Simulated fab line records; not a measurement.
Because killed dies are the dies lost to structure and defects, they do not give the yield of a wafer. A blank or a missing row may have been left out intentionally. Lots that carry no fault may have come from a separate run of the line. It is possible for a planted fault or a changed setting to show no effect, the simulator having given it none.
fab line records	flow n5-finfet
record lots=9	wafers=27	last-day=17
route steps=1938 shown BEOL_M1@827 BEOL_M2@846 BEOL_M4@1111
lots that met no fault: taken from a fault-free run of the same line
start-h: start of the lot's first displayed wafer, in hours after the record's first day	wait-h: hours elapsed since this lot's preceding step	" the same as in the row above	L1.1+2: one row covering several wafers at once	- no value, or no start given	* or withheld: withheld	< > ~ a bound
route shown NAME@n: NAME is a module with steps in the file, n the number in the route of the first one	usual: mean/standard deviation taken from wafers without a fault	same: alike in all rows	chamber/n: place in a boat	sites: the reading at each site	_std_site: standard deviation of those values	_edge_site: outer sites' mean less inner sites'	radius-mm: for every site, how far away it sits from the centre of the wafer	mask NAME#n: copy n	behind: tool/chamber where the wafer was last shaped	hold: why the lot was held/for how many hours/how that ended	device: names the non-switching transistor (n, p or np)	end of line: the tests these same wafers got at the end of their route	step lacking rows: just its recipe	killed: the dies lost at the first sort to structure and to defects; this is not the yield of the wafer	map: the dies of a wafer, with x for killed, . for not killed, _ for no die there
set.NAME: setting as actually run; set.NAME@STEP: the setting as run at that earlier step	model.NAME: the simulator's own value behind a step, which no gauge read
steps of the route over a sample of lots; a table a step, a row a wafer
services: a tool's chamber out of use, with start hour (start-h, from the record's first day; less than 0 if before it), hours out, and reason
## steps
# step N5_BEOL_M1_ANNEAL_93
# recipe temp-c=400	time-s=240	ambient=vacuum
# usual heater-power-w=821/58	susceptor-temp-C=399.99/0.22
# same time-s=240
lot.wafer	tool	chamber	start-h	wait-h	heater-power-w	susceptor-temp-C
L692.3	pvd-sputter-02	-	141.96	0.0	796	400.68
L692.5	"	-	"	"	877	400.00
L692.6	"	-	"	"	829	400.50
L693.1	pvd-sputter-03	-	156.04	0.0	698	400.05
L693.4	"	-	"	"	873	400.07
L693.5	"	-	"	"	715	399.96
L700.1	pvd-sputter-02	-	198.46	0.0	870	400.01
L700.3	"	-	"	"	797	400.13
L700.5	"	-	"	"	840	400.14
L699.3	pvd-sputter-01	-	202.73	0.0	801	400.02
L699.4	"	-	"	"	659	400.02
L699.5	"	-	"	"	901	400.16
L702.2	pvd-sputter-01	-	206.31	0.0	671	399.76
L702.4	"	-	"	"	798	399.87
L702.5	"	-	"	"	664	400.28
L703.2	pvd-sputter-02	-	210.35	0.0	853	399.92
L703.4	"	-	"	"	869	399.61
L703.6	"	-	"	"	855	399.79
L704.2	pvd-sputter-02	-	214.03	0.0	854	400.08
L704.3	"	-	"	"	871	400.10
L704.4	"	-	"	"	832	400.21
L711.2	pvd-sputter-01	-	255.14	0.0	657	399.93
L711.3	"	-	"	"	847	399.77
L711.5	"	-	"	"	860	399.94
L713.1	pvd-sputter-01	-	269.32	0.0	866	399.93
L713.2	"	-	"	"	679	399.78
L713.6	"	-	"	"	794	399.65
# step N5_BEOL_M1_CMP_52
# recipe stop-on=SiOC	t-overpolish-s=6.8	down-force-psi=1	platen-rpm=50	clearing-platen-down-force-psi=1.5	clearing-platen-rpm=50	post-cmp-clean=cu-alkaline	target-thk-nm=40	clearing-platen-pad-velocity-m-s=0.99484	pad-velocity-m-s=0.99484
# usual barrier-field-endpoint-s=24.7/0.58	edge-zone-pressure-frac=1.000/0.0054	motor-current-A=6.0/0.71	overpolish-run-s=6.799/0.0082	slurry-filter-dp-kPa=13.51/0.15	time-to-endpoint-s=62.4/2.8
lot.wafer	tool	chamber	start-h	wait-h	barrier-field-endpoint-s	edge-zone-pressure-frac	motor-current-A	overpolish-run-s	slurry-filter-dp-kPa	time-to-endpoint-s
L692.3	cmp-03	1	143.43	0.2	24.6	1.000	5.4	6.787	13.64	58.4
L692.5	"	1	"	"	25.0	0.996	5.2	6.788	13.48	58.8
L692.6	"	2	"	"	24.7	1.003	5.3	6.796	13.54	59.9
L693.4	cmp-03	2	156.93	0.2	25.2	1.000	5.5	6.801	13.31	61.1
L693.1	"	3	"	"	24.7	0.992	6.8	6.789	13.19	61.5
L693.5	"	2	"	"	24.4	1.002	5.2	6.790	13.56	61.0
L700.1	cmp-03	3	199.39	0.3	25.1	0.995	6.9	6.782	13.55	62.0
L700.3	"	0	"	"	24.4	1.006	6.4	6.789	13.25	58.8
L700.5	"	1	"	"	24.9	1.008	5.3	6.810	13.60	59.5
L699.3	cmp-02	1	203.58	0.2	24.4	0.998	5.7	6.798	13.64	61.8
L699.4	"	3	"	"	24.7	1.003	7.6	6.790	13.26	64.5
L699.5	"	1	"	"	24.9	0.993	6.0	6.809	13.31	62.7
L702.4	cmp-04	0	207.16	0.1	24.8	1.000	5.3	6.797	13.59	59.3
L702.2	"	1	"	"	25.2	1.003	7.0	6.797	13.40	62.9
L702.5	"	1	"	"	25.2	0.998	7.3	6.809	13.42	58.6
L703.4	cmp-02	2	211.29	0.2	24.9	1.003	5.4	6.784	13.47	66.2
L703.2	"	0	"	"	23.8	0.999	5.5	6.794	13.45	62.4
L703.6	"	1	"	"	23.9	0.998	6.0	6.808	13.70	61.2
L704.4	cmp-03	1	215.00	0.1	25.1	0.998	5.1	6.802	13.57	64.6
L704.2	"	2	"	"	25.0	0.994	5.3	6.797	13.51	67.5
L704.3	"	3	"	"	25.3	0.990	6.4	6.806	13.54	65.6
L711.2	cmp-02	3	256.37	0.2	25.1	0.996	7.0	6.815	13.42	63.1
L711.3	"	1	"	"	24.4	1.005	5.7	6.782	13.73	62.7
L711.5	"	3	"	"	25.2	1.005	7.5	6.794	13.49	60.6
L713.2	cmp-02	0	270.25	0.3	24.4	0.993	5.7	6.816	13.62	61.1
L713.1	"	1	"	"	24.4	0.993	5.7	6.802	13.60	62.4
L713.6	"	2	"	"	25.5	1.002	5.6	6.821	13.67	65.4
# step N5_BEOL_M1_THK_MEAS_53
# recipe thk-meas-gauge=xrf	reads=Cu_of_BEOL_M1_ECD_50
# usual M1_THK=40.9/1.5
lot.wafer	tool	chamber	start-h	wait-h	M1_THK[nm]
L692.3	film-metro-01	-	143.72	-	40.7
L692.5	"	-	"	"	40.8
L692.6	"	-	"	"	43.1
L693.1	film-metro-02	-	157.18	-	39.8
L693.4	"	-	"	"	41.0
L693.5	"	-	"	"	41.6
L700.1	film-metro-01	-	199.61	-	40.6
L700.3	"	-	"	"	39.4
L700.5	"	-	"	"	40.3
L699.3	film-metro-02	-	203.88	-	39.8
L699.4	"	-	"	"	42.3
L699.5	"	-	"	"	41.6
L702.2	film-metro-01	-	207.46	-	41.0
L702.4	"	-	"	"	43.4
L702.5	"	-	"	"	43.7
L703.2	film-metro-02	-	211.55	-	39.9
L703.4	"	-	"	"	42.7
L703.6	"	-	"	"	42.0
L704.2	film-metro-02	-	215.30	-	39.3
L704.3	"	-	"	"	40.1
L704.4	"	-	"	"	40.0
L711.2	film-metro-02	-	256.66	-	39.8
L711.3	"	-	"	"	38.8
L711.5	"	-	"	"	40.4
L713.1	film-metro-02	-	270.47	-	40.8
L713.2	"	-	"	"	41.2
L713.6	"	-	"	"	43.4
# step N5_BEOL_M2_COAT_62
# recipe resist=SiARC	temp-c=220	time-s=60	spin-rpm=1500	resist-thk-nm=12
# usual chill-plate-temp-C=23.02/0.1	plate-temp-C=220.00/0.17	resist-line-temp-C=23.00/0.11	spin-speed-rpm=1500.0/1
# same time-s=60
lot.wafer	tool	chamber	start-h	wait-h	chill-plate-temp-C	plate-temp-C	resist-line-temp-C	spin-speed-rpm
L692.3	litho-track-03	0	144.54	-	23.00	219.94	23.02	1502.2
L692.5	"	0	"	"	23.00	219.68	23.07	1501.3
L692.6	"	0	"	"	23.05	219.79	23.13	1498.6
L693.1	litho-track-02	0	158.48	-	22.96	219.92	22.91	1498.9
L693.4	"	0	"	"	23.07	219.90	22.88	1500.9
L693.5	"	0	"	"	22.99	219.93	22.90	1500.3
L700.1	litho-track-03	0	200.62	-	23.08	220.07	22.98	1448.8
L700.3	"	0	"	"	23.03	220.02	23.04	1449.7
L700.5	"	0	"	"	23.16	220.11	23.12	1450.0
L699.3	litho-track-04	0	204.86	-	22.95	219.75	23.04	1500.4
L699.4	"	0	"	"	22.93	219.91	22.95	1498.9
L699.5	"	0	"	"	23.08	219.81	23.05	1500.6
L702.2	litho-track-03	0	208.18	-	23.09	219.89	22.82	1448.2
L702.4	"	0	"	"	23.05	219.61	23.08	1448.5
L702.5	"	0	"	"	23.01	219.91	23.04	1451.5
L703.2	litho-track-04	0	214.70	-	22.94	220.24	22.92	1500.0
L703.4	"	0	"	"	22.96	220.04	23.06	1502.0
L703.6	"	0	"	"	23.05	220.01	23.00	1498.9
L704.2	litho-track-04	0	217.78	-	22.91	219.67	23.16	1499.4
L704.3	"	0	"	"	23.00	219.96	23.11	1499.3
L704.4	"	0	"	"	23.06	219.68	23.02	1499.6
L711.2	litho-track-02	0	258.75	-	23.12	220.33	22.97	1499.0
L711.3	"	0	"	"	23.16	220.24	22.88	1502.0
L711.5	"	0	"	"	22.93	220.13	22.85	1501.1
L713.1	litho-track-02	0	273.15	-	22.96	219.84	22.99	1500.2
L713.2	"	0	"	"	22.95	219.84	22.93	1498.7
L713.6	"	0	"	"	22.85	220.03	22.81	1500.6
# step N5_BEOL_M4_RC_MEAS_101
# usual DIBL_N=36.3/1.2	DIBL_P=36.7/1.5	IOFF_N=0.164/0.02	IOFF_P=0.214/0.024	ION_N=673/8.5	ION_P=461/5.9	SS_N=71.6/0.44	SS_P=73.3/0.55	VT_N=249.4/2.4	VT_P=-250.0/2.3
lot.wafer	tool	chamber	start-h	wait-h	DIBL_N[mV/V]	DIBL_P[mV/V]	IOFF_N[nA/um]	IOFF_P[nA/um]	ION_N[uA/um]	ION_P[uA/um]	SS_N[mV/dec]	SS_P[mV/dec]	VT_N[mV]	VT_P[mV]
L692.3	prober-02	0	172.04	0.3	36.6	35.3	0.157	0.211	666	463	71.3	72.8	249.4	-248.3
L692.5	"	0	"	"	36.5	34.2	0.150	0.201	667	459	72.1	73.1	252.6	-251.7
L692.6	"	0	"	"	37.0	35.8	0.172	0.227	672	464	71.7	73.0	248.8	-248.0
L693.1	prober-01	0	194.75	0.0	35.1	36.3	0.140	0.184	657	452	71.0	72.7	250.2	-253.4
L693.4	"	0	"	"	34.0	34.5	0.123	0.166	662	454	71.6	72.7	251.7	-255.6
L693.5	"	0	"	"	35.6	37.5	0.162	0.199	678	459	71.6	73.4	249.5	-253.3
L700.1	prober-01	0	232.24	0.0	36.3	37.8	0.171	0.235	689	472	71.7	73.8	245.1	-249.2
L700.3	"	0	"	"	36.8	38.2	0.169	0.243	678	466	71.7	72.6	248.6	-249.1
L700.5	"	0	"	"	36.5	37.6	0.159	0.227	676	464	71.7	73.7	250.6	-249.4
L702.2	prober-02	0	233.36	0.2	38.5	39.1	0.217	0.266	692	470	72.3	74.8	247.0	-248.6
L702.4	"	0	"	"	36.8	37.5	0.172	0.242	673	459	72.2	74.5	250.8	-247.8
L702.5	"	0	"	"	35.9	35.4	0.151	0.201	667	456	71.6	73.4	251.7	-251.3
L699.3	prober-01	0	234.01	0.3	36.1	37.7	0.172	0.219	683	464	71.6	73.4	248.2	-248.6
L699.4	"	0	"	"	35.7	37.2	0.164	0.210	677	464	72.1	73.6	248.6	-251.2
L699.5	"	0	"	"	37.2	39.5	0.199	0.248	689	465	72.6	75.0	244.6	-247.5
L703.2	prober-02	0	247.90	0.2	37.8	36.6	0.164	0.201	673	456	71.4	73.5	248.8	-251.1
L703.4	"	0	"	"	36.2	35.0	0.148	0.183	663	451	71.5	73.3	250.9	-253.0
L703.6	"	0	"	"	37.2	35.5	0.161	0.202	663	451	72.0	73.1	250.2	-249.0
L704.2	prober-02	0	254.19	0.2	36.5	37.6	0.160	0.190	662	452	71.1	73.3	250.8	-252.2
L704.3	"	0	"	"	37.9	39.0	0.177	0.217	671	462	71.5	73.3	249.7	-253.4
L704.4	"	0	"	"	38.2	39.6	0.188	0.213	659	452	72.3	73.2	244.9	-249.8
L711.2	prober-02	0	286.32	0.2	38.6	37.3	0.201	0.240	679	465	71.2	73.5	245.6	-246.5
L711.3	"	0	"	"	36.9	36.2	0.162	0.213	664	454	70.9	73.0	249.2	-248.0
L711.5	"	0	"	"	39.0	37.4	0.196	0.229	666	460	71.8	73.7	246.6	-249.1
L713.1	prober-02	0	302.79	0.0	38.4	38.8	0.186	0.236	677	466	71.4	73.5	249.3	-249.4
L713.2	"	0	"	"	39.1	39.1	0.205	0.240	685	467	72.2	73.5	246.7	-248.1
L713.6	"	0	"	"	37.7	37.5	0.175	0.207	684	463	71.6	72.5	248.6	-252.9
## services
tool	chamber	start-h	hours	kind
cmp-03	-	125.52	2.4	repair
cmp-02	-	142.18	7.5	pm
cmp-02	-	153.77	4.0	pm
cmp-02	-	157.77	-	consumable-replace:conditioner
cmp-02	-	157.77	-	consumable-replace:pad
cmp-04	-	166.09	6.3	pm
cmp-03	-	166.54	26.7	pm
cmp-04	-	174.50	1.8	repair
cmp-04	-	212.57	4.0	pm
cmp-04	-	216.57	-	consumable-replace:conditioner
cmp-04	-	216.57	-	consumable-replace:pad
cmp-04	-	253.81	6.2	pm
cmp-03	-	263.69	4.0	pm
cmp-03	-	267.69	-	consumable-replace:conditioner
cmp-03	-	267.69	-	consumable-replace:pad
cmp-03	-	269.16	8.9	pm
## key
first-sign step=N5_BEOL_M2_COAT_62	reading=spin-speed-rpm	direction=down	sigmas=49	usual=*	struck=*
effect none on later readings
met-at N5_BEOL_M2_COAT_62
struck-lots L700,L702
not-acting-at N5_BEOL_M1_ANNEAL_93,N5_BEOL_M1_CMP_52,N5_BEOL_M1_THK_MEAS_53
onset-between 144.54 200.62
fault kind=process-parameter-drift	tool=litho-track-03	chamber=-	onset-h=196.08	steps=N5_BEOL_M2_COAT_62	channel=spin-rpm	offset=*	shape=step	end-h=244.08	acts-in=*	stated=*
